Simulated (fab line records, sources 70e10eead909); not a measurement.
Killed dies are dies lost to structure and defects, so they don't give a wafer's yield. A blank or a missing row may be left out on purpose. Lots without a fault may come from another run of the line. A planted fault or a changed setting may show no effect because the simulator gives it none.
fab line records | flow nand_harc
record lots=7 wafers=21 last_day=34
route steps=1302 shown A_STAIRCASE@861 END@1302
lots that met no fault: from a run of the same line without faults
start_h: hours from the record's first day to the start of the lot's first wafer shown | wait_h: hours since the lot's step before | " the same as in the row above | L1.1+2: a row that stands for several wafers | - no value, or no start given | * or withheld: withheld | < > ~ a bound
route shown NAME@n: a module of which the file shows steps, and the number in the route of the first | usual: mean/standard deviation of fault-free wafers | same: alike in all rows | chamber/n: place in a boat | sites: the reading at each site | _std_site: their standard deviation | _edge_site: outer sites' mean less inner sites' | radius_mm: how far each site lies from the wafer's centre | mask NAME#n: copy n | behind: the tool/chamber that last shaped the wafer | hold: why the lot was held/for how many hours/how that ended | device: the transistor (n, p or np) that didn't switch | end of line: the same wafers' tests at the end of the route | a step without rows: its recipe alone | killed: dies lost to structure and defects at the first sort, not the wafer's yield | map: a wafer's dies, x killed, . not, _ none there
set.NAME: the setting as run; set.NAME@STEP: as run at that earlier step | model.NAME: the simulator's own value behind a step, which no gauge read
lots at some steps of the route; a table a step, a row a wafer
services: from which hour (start_h, from the record's first day; less than 0 if before it) a tool's chamber was out of use, for how many hours, and why
## steps
# step NHARC_A_STAIRCASE_COAT_435
# recipe spin_rpm=1200
# step NHARC_A_STAIRCASE_SOFTBAKE_436
# recipe temp_c=135 time_s=170
# step NHARC_A_STAIRCASE_EBR_437
# step NHARC_A_STAIRCASE_EXPOSE_438
# recipe na=0.5 dose_mj=28.97 mask_id=STAIR_REV
# step NHARC_A_STAIRCASE_PEB_439
# recipe peb_temp_c=115 peb_time_s=130
# step NHARC_A_STAIRCASE_DEVELOP_440
# recipe time_s=140
# step NHARC_A_STAIRCASE_HARDBAKE_442
# recipe temp_c=120 time_s=140
# step NHARC_A_STAIRCASE_DESCUM_443
# recipe time_s=3 o2_flow_sccm=200 ar_flow_sccm=0 bias_power_w=0 chemistry=O2
# usual drypump_motor_current_A=5.6/0.4 mfc_ar_sccm=0.007/0.0099 oes_product_au=1.003/0.0086 rf_vpp_V=57.7/0.93 showerhead_plenum_p_Torr=1.90/0.093 throttle_valve_pct=11.312/0.009
# columns lot.wafer tool chamber start_h wait_h drypump_motor_current_A mfc_ar_sccm oes_product_au rf_hours_counter_h rf_vpp_V showerhead_plenum_p_Torr throttle_valve_pct
L590.6 rie_diel-05 0 529.56 - 5.6 0.025 1.016 - 60.3 2.05 11.321
L590.4 " 2 " " 6.5 0 1.002 - 57.5 1.77 11.312
L590.5 " 3 " " 5.2 0.029 1.013 - 57.8 1.96 11.312
L591.4 rie_diel-13 1 529.89 - 5.5 0 1.008 0 58.6 1.84 11.306
L591.3 " 3 " " 5.7 0 1.021 0 57.9 1.87 11.299
L591.5 " 1 " " 5.5 0 1.000 - 56.2 1.84 11.310
L592.4 rie_diel-01 0 542.20 - 5.4 0.008 1.004 49 57.8 1.91 11.304
L592.1 " 1 " " 6.2 0 0.992 42 59.2 2.03 11.308
L592.5 " 1 " " 6.2 0 0.988 - 59.0 2.03 11.300
L599.3 rie_diel-01 0 609.30 - 5.4 0.008 1.006 13 57.8 1.90 11.305
L599.5 " 2 " " 6.0 0.009 1.003 - 58.6 2.02 11.311
L599.6 " 3 " " 5.1 0 1.000 - 56.2 1.87 11.309
L602.4 rie_diel-13 1 627.60 - 5.5 0 1.001 38 57.5 1.83 11.315
L602.1 " 2 " " 5.6 0.025 1.012 37 56.8 1.86 11.297
L602.3 " 3 " " 5.7 0 1.004 41 57.1 1.85 11.308
L600.3 rie_diel-05 3 635.94 - 5.1 0.029 1.011 10 58.1 1.95 11.309
L600.2 " 0 " " 5.6 0.025 1.006 10 57.5 2.04 11.323
L600.5 " 3 " " 5.2 0.029 1.014 - 57.9 1.95 11.319
L604.4 rie_diel-01 0 667.11 - 5.4 0.008 1.002 31 56.1 1.90 11.317
L604.3 " 2 " " 5.9 0.009 0.996 34 56.2 2.01 11.337
L604.6 " 1 " " 6.2 0 0.999 - 58.9 2.01 11.319
# step NHARC_A_STAIRCASE_ETCH_444
# recipe target_depth_a=2.04e+05 time_s=6800 c4f8_flow_sccm=20 o2_flow_sccm=10 ar_flow_sccm=withheld rf_w=600 bias_w=1000 chemistry=C4F8/O2
# usual oes_product_au=0.937/0.016 rf_vpp_V=806/5.3
# columns lot.wafer tool chamber start_h wait_h oes_product_au rf_hours_counter_h rf_vpp_V
L591.4 rie_diel-13 1 530.46 0.6 0.940 1 802
L591.3 " 2 " " 0.961 1 806
L591.5 " 1 532.38 2.4 0.948 - 802
L590.6 rie_diel-05 3 531.60 2.0 0.933 - 810
L590.4 " 0 " " 0.930 - 813
L590.5 " 2 " " 0.924 - 798
L592.1 rie_diel-01 3 542.29 0.1 0.939 46 805
L592.4 " 0 " " 0.922 50 807
L592.5 " 0 544.69 2.4 0.937 - 805
L599.3 rie_diel-01 0 610.12 0.8 0.915 15 805
L599.6 " 3 611.40 2.0 0.923 - 806
L599.5 " 0 " " 0.916 - 808
L602.4 rie_diel-13 2 627.68 0.1 0.931 38 804
L602.1 " 3 " " 0.929 42 804
L602.3 " 0 " " 0.921 43 799
L600.3 rie_diel-05 1 636.63 0.7 0.932 13 800
L600.2 " 3 " " 0.924 11 809
L600.5 " 0 " " 0.920 - 815
L604.4 rie_diel-01 0 667.66 0.5 0.924 32 804
L604.3 " 2 " " 0.922 35 813
L604.6 " 0 " " 0.926 - 806
# step NHARC_A_STAIRCASE_STRIP_446
# recipe power_w=1500 temp_c=250 chemistry=O2
# usual drypump_motor_current_A=6.0/0.4 heater_power_w=339/24 rf_refl_power_W=20/6.7 temp_c=249.98/0.17
# columns lot.wafer tool chamber start_h wait_h drypump_motor_current_A heater_power_w rf_hours_counter_h rf_refl_power_W temp_c
L591.3 plasma_asher-02 1 534.50 0.1 6.2 365 - 14 249.87
L591.4 " 0 " " 5.9 299 - 13 249.93
L591.5 " 1 " " 6.2 347 - 14 249.89
L590.4 plasma_asher-01 0 535.10 0.1 6.3 327 - 23 249.85
L590.5 " 0 " " 6.3 343 - 24 249.85
L590.6 " 1 " " 5.3 368 - 33 250.08
L592.1 plasma_asher-01 0 546.76 0.1 6.4 345 4 - 249.90
L592.4 " 0 " " 6.4 339 - - 249.85
L592.5 " 1 " " 5.3 371 - - 250.14
L599.3 plasma_asher-01 0 614.96 0.1 6.4 338 - 23 250.21
L599.5 " 0 " " 6.3 348 - 23 250.13
L599.6 " 1 " " 5.3 360 - 31 250.23
L602.1 plasma_asher-02 0 632.13 0.1 5.9 294 4 14 249.72
L602.3 " 1 " " 6.2 353 - 15 249.93
L602.4 " 0 " " 6.0 301 - 13 249.87
L600.2 plasma_asher-02 0 640.54 0.0 5.9 302 5 13 250.20
L600.3 " 1 " " 6.2 348 - 15 249.81
L600.5 " 1 " " 6.2 352 - 15 249.93
L604.3 plasma_asher-01 0 671.65 0.1 6.3 335 - 23 250.05
L604.4 " 1 " " 5.3 355 - 32 250.12
L604.6 " 1 " " 5.3 356 - 31 250.03
# step NHARC_A_STAIRCASE_STRIP_447
# recipe time_s=900 temp_c=130 chemistry=SPM
# usual bath_guard_temp_C=130.3/0.56 bath_heat_duty_pct=14.8/1.7 temp_c=130.01/0.12
# columns lot.wafer tool chamber start_h wait_h bath_guard_temp_C bath_heat_duty_pct temp_c
L591.4 wet_bench-02 5 534.75 0.2 - - -
L591.5 " 6 " " - - -
L591.3 " 1 " " - - -
L590.4 wet_bench-02 4 535.36 0.2 - - -
L590.6 " 7 " " - - -
L590.5 " 1 " " - - -
L592.4 wet_bench-03 3 547.06 0.2 - - -
L592.1 " 4 " " - - -
L592.5 " 6 " " - - -
L599.3 wet_bench-09 0 615.21 0.2 129.5 13.6 130.11
L599.5 " 2 " " 129.9 16.0 130.20
L599.6 " 4 " " 130.6 16.8 129.91
L602.4 wet_bench-09 3 632.44 0.2 131.0 14.1 129.67
L602.1 " 5 " " 130.7 12.9 130.05
L602.3 " 6 " " 131.0 16.5 130.18
L600.2 wet_bench-02 4 640.90 0.3 131.2 14.7 129.95
L600.5 " 5 " " 130.1 14.9 130.00
L600.3 " 7 " " 129.6 14.0 129.97
L604.6 wet_bench-09 0 671.92 0.1 129.7 12.6 129.98
L604.4 " 2 " " 129.6 16.4 129.92
L604.3 " 3 " " 131.2 13.1 130.06
# step NHARC_A_STAIRCASE_PRECLEAN_448
# recipe time_s=* temp_c=50 bath_age_min=0 chemistry=SC1
# step NHARC_END_SORT_01
# recipe temp_c=25
# usual killed_at_array=59/24 killed_at_other=0.7/1.2 killed_at_periphery=3.5/2.6 killed_dies=63/24 killed_open=3.2/2.1 killed_short=2.4/1.5
# same gross_dies=677
# columns lot.wafer tool chamber start_h wait_h killed_at_array killed_at_other killed_at_periphery killed_dies killed_open killed_short
L592.1 prober-02 0 681.41 2.5 48 0 1 49 2 4
L592.4 prober-02 0 683.83 3.4 49 0 3 52 2 3
L592.5 prober-02 0 684.64 3.7 39 0 1 40 5 1
# killed by level:class
L592.1 A_SLIT:chamber_film_flake=33 A_CHANNEL_HOLE_D1:chamber_film_flake=5 A_CHANNEL_HOLE_D2:chamber_film_flake=2 A_STAIRCASE:chamber_film_flake=2 P_M1:geometric_particle:open=1 A_CHANNEL_HOLE_D1:geometric_particle:short=1 A_DECK1_JOINT:geometric_particle:short=1 A_ONON_D2:geometric_particle:open=1
L592.4 A_SLIT:chamber_film_flake=32 A_CHANNEL_HOLE_D1:chamber_film_flake=8 A_ONON_D1:geometric_particle:short=2 A_CHANNEL_HOLE_D2:chamber_film_flake=2 A_STAIRCASE:chamber_film_flake=2 P_GATE:geometric_particle:open=1 P_CONTACT:geometric_particle:open=1 A_CHANNEL_FILL_D1:geometric_particle:short=1
L592.5 A_SLIT:chamber_film_flake=20 A_CHANNEL_HOLE_D1:chamber_film_flake=4 A_CONTACT:chamber_film_flake=4 A_STAIRCASE:chamber_film_flake=3 A_DECK1_JOINT:chamber_film_flake=2 P_M2:geometric_particle:short=1 A_ONON_D1:geometric_particle:open=1 A_DECK1_JOINT:geometric_particle:open=1
## services
# columns tool chamber start_h hours kind
plasma_asher-02 - 509.83 4.7 repair
rie_diel-01 0 512.49 - clean
rie_diel-01 1 512.49 - clean
rie_diel-01 2 512.49 - clean
rie_diel-01 3 512.49 - clean
plasma_asher-01 - 519.00 9.0 pm
rie_diel-05 3 519.22 5.4 repair
rie_diel-13 - 520.19 9.0 pm
rie_diel-01 0 536.99 - clean
rie_diel-01 1 536.99 - clean
rie_diel-01 2 536.99 - clean
rie_diel-01 3 536.99 - clean
rie_diel-01 - 557.95 9.0 pm
rie_diel-01 0 557.95 9.0 vent_cycle
wet_bench-03 - 562.40 8.0 pm
rie_diel-05 - 583.68 9.0 pm
rie_diel-01 3 587.32 13.6 repair
wet_bench-02 - 596.03 8.0 pm
plasma_asher-02 - 603.24 9.0 pm
wet_bench-09 - 604.76 8.0 pm
rie_diel-01 1 607.46 7.0 repair
wet_bench-02 - 635.96 1.1 repair
rie_diel-01 0 643.15 13.9 repair
rie_diel-13 0 666.80 4.1 repair
## key
first_sign step=NHARC_A_STAIRCASE_STRIP_447 reading=tool_record direction=missing
effect none on later readings
met_at NHARC_A_STAIRCASE_STRIP_447
struck_wafers L590.4,L590.5,L590.6,L591.3,L591.4,L591.5,L592.1,L592.4,L592.5
tester_left_out L590,L591,L592
fault kind=skipped_step_whole tool=wet_bench-02,wet_bench-03 chamber=- onset_h=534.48 steps=NHARC_A_STAIRCASE_STRIP_447 scope=struck_lots_only
# tester_left_out: of these lots the tester's yield and bins aren't shown, on N5 and GAA mostly nor the transistor test; their killed dies are dies lost to structure and defects alone, not to doping, threshold or leakage, so they don't give the yield
